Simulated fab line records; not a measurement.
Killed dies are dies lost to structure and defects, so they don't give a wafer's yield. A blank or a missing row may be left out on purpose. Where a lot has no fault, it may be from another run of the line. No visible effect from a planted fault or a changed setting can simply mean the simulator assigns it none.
Matching of chambers || flow nand-harc || cmp-01 running NHARC_A_CHANNEL_FILL_D1_CMP_10: 4 sister chambers
The step polishes, target thk 150 nm. 4 wafers are shown with their chamber, then 10 later ones without.

== WAFERS WITH THEIR CHAMBER ==
{"wafer": "L084.5", "chamber": 2, "motor-current-A (A)": 12.5}
{"wafer": "L084.6", "chamber": 1, "motor-current-A (A)": 9.9}
{"wafer": "L090.1", "chamber": 0, "motor-current-A (A)": 12.7}
{"wafer": "L090.2", "chamber": 3, "motor-current-A (A)": 12.4}

== WAFERS WHOSE CHAMBER IS MISSING ==
{"wafer": "L090.4", "motor-current-A (A)": 12.5}
{"wafer": "L094.3", "motor-current-A (A)": 12.4}
{"wafer": "L094.4", "motor-current-A (A)": 13.1}
{"wafer": "L094.6", "motor-current-A (A)": 11.9}
{"wafer": "L095.1", "motor-current-A (A)": 12.6}
{"wafer": "L095.2", "motor-current-A (A)": 12.9}
{"wafer": "L095.4", "motor-current-A (A)": 9.9}
{"wafer": "L097.2", "motor-current-A (A)": 10.2}
{"wafer": "L097.3", "motor-current-A (A)": 12.6}
{"wafer": "L097.4", "motor-current-A (A)": 12.2}

== WHICH CHAMBER EACH WENT THROUGH ==
{"wafer": "L090.4", "from the rows above": "can't be placed: 2 or 3 or 0", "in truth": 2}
{"wafer": "L094.3", "from the rows above": "can't be placed: 3 or 2 or 0", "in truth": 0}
{"wafer": "L094.4", "from the rows above": "can't be placed: 0 or 2 or 3", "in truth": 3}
{"wafer": "L094.6", "from the rows above": "can't be placed: 3 or 2 or 0", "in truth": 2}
{"wafer": "L095.1", "from the rows above": "can't be placed: 0 or 2 or 3", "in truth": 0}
{"wafer": "L095.2", "from the rows above": "can't be placed: 0 or 2 or 3", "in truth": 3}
{"wafer": "L095.4", "from the rows above": 1, "in truth": 1}
{"wafer": "L097.2", "from the rows above": 1, "in truth": 1}
{"wafer": "L097.3", "from the rows above": "can't be placed: 0 or 2 or 3", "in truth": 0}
{"wafer": "L097.4", "from the rows above": "can't be placed: 3 or 2 or 0", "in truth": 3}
2 of 10 placed correctly. Not placeable from these rows: 8 (in 8, the candidates include the true chamber). Number placed wrongly: 0.
How it was worked out, from the rows above alone: a wafer's distance from a chamber is the root of the sum, over the readings, of the square of ((its reading less the chamber's mean) divided by the reading's scatter). If the next closest chamber is less than 2 further off than the closest, the wafer can't be placed; otherwise it belongs to the closest. A chamber's mean is the mean of its shown wafers. The scatter: root of mean squared gap, hidden wafer to nearest shown wafer, with one shown wafer a chamber.
